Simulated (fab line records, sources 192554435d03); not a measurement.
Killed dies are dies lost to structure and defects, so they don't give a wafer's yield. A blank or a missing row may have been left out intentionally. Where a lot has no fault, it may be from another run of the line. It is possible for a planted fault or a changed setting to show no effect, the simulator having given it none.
Struck lot and sound lot, side by side | flow n5-finfet | 36 out of 1938 route steps
Sound: these wafers, L927.1, L927.3, L927.4. Struck: wafer L935.2; the same lot's L935.5 was not struck, so it is left out; see the end for the cause.
Per side, at each step with rows, come the tool, then ch with its chambers, and then its first start. Under that, the readings that differ: sound wafers | struck wafers | difference of the means | sigmas: that difference in standard deviations of wafers without a fault.
alike: words and numbers the same on both sides, and readings whose means are apart by under 2 such deviations; not compared: readings that were withheld, readings missing a value for some wafer, numbers with overlapping values and no deviation given by the record, and bounds like >300 which may hide the same value.
A row with sigmas, a row that says differs or no value, or rows on one side alone: a step with any of these is where the two part. Non-overlapping numbers with no deviation appear without sigmas and do not part them. Lack of a reading on every wafer of one side parts them only where that side has two or more wafers.

first, 9 steps without rows for these wafers: N5_MOL_CONTACT_COAG_SOFTBAKE_35 (time 60 s); N5_MOL_CONTACT_COAG_EXPOSE_37 (exposes mask VD, defocus 0 nm); N5_MOL_CONTACT_COAG_PEB_38 (peb time 60 s); N5_MOL_CONTACT_COAG_DEVELOP_39 (develop time 30 s); N5_MOL_CONTACT_COAG_DESCUM_45 (chemistry O2, time 7 s); N5_MOL_CONTACT_COAG_ETCH_65 (etches underlayer in N2/H2, target depth 13 nm, time 10.4 s); N5_MOL_CONTACT_COAG_ETCH_66 (etches SiARC in CF4, target depth 13 nm, time 21.7 s); N5_MOL_CONTACT_COAG_ALD_133 (deposits SiO2, target thk 5 nm, pulse time 1 s, co reactant pulse time 1 s); N5_MOL_CONTACT_COAG_ETCHBACK_134 (etches SiO2 in CHF3, target depth 10 nm, time 6.7 s).
N5_MOL_CONTACT_COAG_ETCH_67: etches SOC in N2/H2, target depth 60 nm, overetch 21 nm, time 101.2 s.
  sound on rie-diel-02 ch 0,1,2, day 8 08:52; struck on rie-diel-02 ch 3, day 10 06:01
  reading                                             | sound      | struck | difference | sigmas
  rf-hours-counter-h (h)                              | 77 210 166 | 24     | -127       |
  model.SiARC_of_MOL_CONTACT_COAG_COAT_63.thk-nm (nm) | 5.8 5.8 6  | 6.8    | +0.9       |
  alike: drypump-motor-current-A, oes-product-au, rf-vpp-V, showerhead-plenum-p-Torr, throttle-valve-pct
then, 24 steps without rows for these wafers: N5_MOL_CONTACT_COAG_STRIP_68 (strips in N2/H2); N5_MOL_CONTACT_COAG_STRIP_69 (strips in N2/H2); N5_MOL_CONTACT_COAG_ETCHBACK_136 (etches SiO2 in CHF3, target depth 25 nm, time 16.7 s); N5_MOL_CONTACT_COAG_STRIP_120 (strips in CHF3); N5_MOL_CONTACT_COAG_VIA_ETCH_117 (etches SiO2 in C4F6/O2, target depth 40 nm, overetch 8 nm, time 26 s); N5_MOL_CONTACT_COAG_ETCH_124 (etches SiNx in CH3F/O2, stops on SiOC, target depth 6.5 nm); N5_MOL_CONTACT_COAG_ETCH_48 (etches SiOC in C4F6/O2, target depth 15 nm, overetch 4.5 nm, time 17 s); N5_MOL_CONTACT_COAG_STRIP_72 (strips in N2/H2); N5_MOL_CONTACT_COAG_STRIP_49 (strips in N2/H2, time 30 s); N5_MOL_CONTACT_COAG_PRECLEAN_138 (cleans in alkaline clean, time 60 s); N5_MOL_CONTACT_COAG_SRD_139 (time 30 s); N5_MOL_CONTACT_COAG_PRE_CLEAN_121; N5_MOL_CONTACT_COAG_CVD_140 (deposits W, target thk 66.5 nm, time 215 s); N5_MOL_CONTACT_COAG_PRECLEAN_127 (cleans in DIW, time 57.5 s); N5_MOL_CONTACT_COAG_SRD_128 (dry time 32 s); N5_MOL_CONTACT_COAG_CMP_52 (polishes, stops on SiO2, t overpolish 1.5 s, target thk 66.5 nm); N5_MOL_CONTACT_COAG_ANNEAL_112 (time 1800 s); N5_BEOL_M0_SAQP_PECVD_00 (deposits SiCN from 3MS/NH3, target thk 8 nm, time 14 s); N5_BEOL_M0_SAQP_ILD_DEP_01 (deposits SiOC from DEMS/O2, target thk 45.419 nm, time 8.7 s); N5_BEOL_M0_SAQP_HM_DEP_02 (deposits TiN, target thk 12 nm); N5_BEOL_M0_SAQP_PECVD_03 (deposits SiCN from 3MS/NH3, target thk 12 nm, time 21.1 s); N5_BEOL_M0_SAQP_PECVD_96 (deposits a-Si from SiH4/He, target thk 45 nm, time 45.2 s); N5_BEOL_M0_SAQP_PECVD_97 (deposits SiNx from SiH4/NH3/N2, target thk 23 nm, time 19.9 s); N5_BEOL_M0_SAQP_PECVD_04 (deposits a-Si from SiH4/He, target thk 60 nm, time 60.2 s).
-- the record jumps here: 3 days lie between the struck wafers' starts before and after (it left off in module BEOL_M0_SAQP and takes up again in module BEOL_M4, whose first step shown is number 1111 of the route) --
N5_BEOL_M4_RC_MEAS_101:
  sound on prober-01 ch 0, day 11 10:42; struck on prober-02 ch 0, day 13 04:42
  reading   | sound          | struck | difference | sigmas
  VT_P (mV) | -255 -256 -256 | -246   | +10        | +3
  alike: DIBL_N, DIBL_P, IOFF_N, IOFF_P, ION_N, ION_P, SS_N, SS_P, VT_N
-- the record jumps here: 5 days lie between the struck wafers' starts before and after (it left off in module BEOL_M4 and takes up again in module PASSIVATION, whose first step shown is number 1936 of the route) --
N5_PASSIVATION_PROBE_49:
  record: rows for the struck wafers here (prober-01, day 17 22:14), none for the sound ones

== WHERE THEY PART ==
First at N5_BEOL_M4_RC_MEAS_101; last, within this record, at N5_PASSIVATION_PROBE_49.

WHY: the cause the simulator had injected
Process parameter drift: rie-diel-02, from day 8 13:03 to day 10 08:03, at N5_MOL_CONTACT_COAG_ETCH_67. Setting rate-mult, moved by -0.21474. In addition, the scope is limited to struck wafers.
